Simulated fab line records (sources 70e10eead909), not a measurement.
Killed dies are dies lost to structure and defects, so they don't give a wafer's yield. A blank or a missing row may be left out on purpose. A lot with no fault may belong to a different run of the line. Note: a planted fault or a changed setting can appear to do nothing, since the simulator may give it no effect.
Matching of chambers	flow nand-harc	NHARC_A_STAIRCASE_DEP_151 on pecvd-04: 3 sister chambers
The step deposits SiO2, target thk 7200 nm. 6 wafers are shown with their chamber, then 7 later ones without.

## EACH WAFER AND ITS CHAMBER
wafer	chamber	heater-power-w (W)	rf-fwd-power-W (W)
L078.5	0	682	498.3
L082.6	0	690	495.5
L087.4	1	705	500.3
L087.6	2	662	500.5
L091.2	1	861	500.7
L091.3	2	817	501.2

## WAFERS MISSING THEIR CHAMBER
wafer	heater-power-w (W)	rf-fwd-power-W (W)
L091.6	716	502.1
L090.1	836	500.4
L090.5	662	499.0
L090.6	676	501.9
L097.2	723	499.3
L097.4	681	498.9
L097.5	687	498.9

## EACH ONE'S CHAMBER
wafer	from the rows above	in truth
L091.6	can't be placed: 2 or 1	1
L090.1	can't be placed: 1 or 2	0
L090.5	can't be placed: 2 or 0 or 1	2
L090.6	can't be placed: 2 or 1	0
L097.2	can't be placed: 1 or 2 or 0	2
L097.4	can't be placed: 0 or 1 or 2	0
L097.5	can't be placed: 0 or 1 or 2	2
Correct placement for 0 of the 7. Can't be placed from these rows: 7 (the true chamber is among the candidates in 5). Placed wrongly: 0.
How it was worked out, from the rows above alone: a wafer's distance from a chamber is the root of the sum, over the readings, of the square of ((its reading less the chamber's mean) divided by the reading's scatter). The wafer belongs to the nearest chamber; if the next one is less than 2 further off, it can't be placed. The mean given for a chamber averages the wafers shown for that chamber. The scatter: the root of (the sum of the squares of (reading less its chamber's mean) over the shown wafers, divided by (wafers less chambers)).
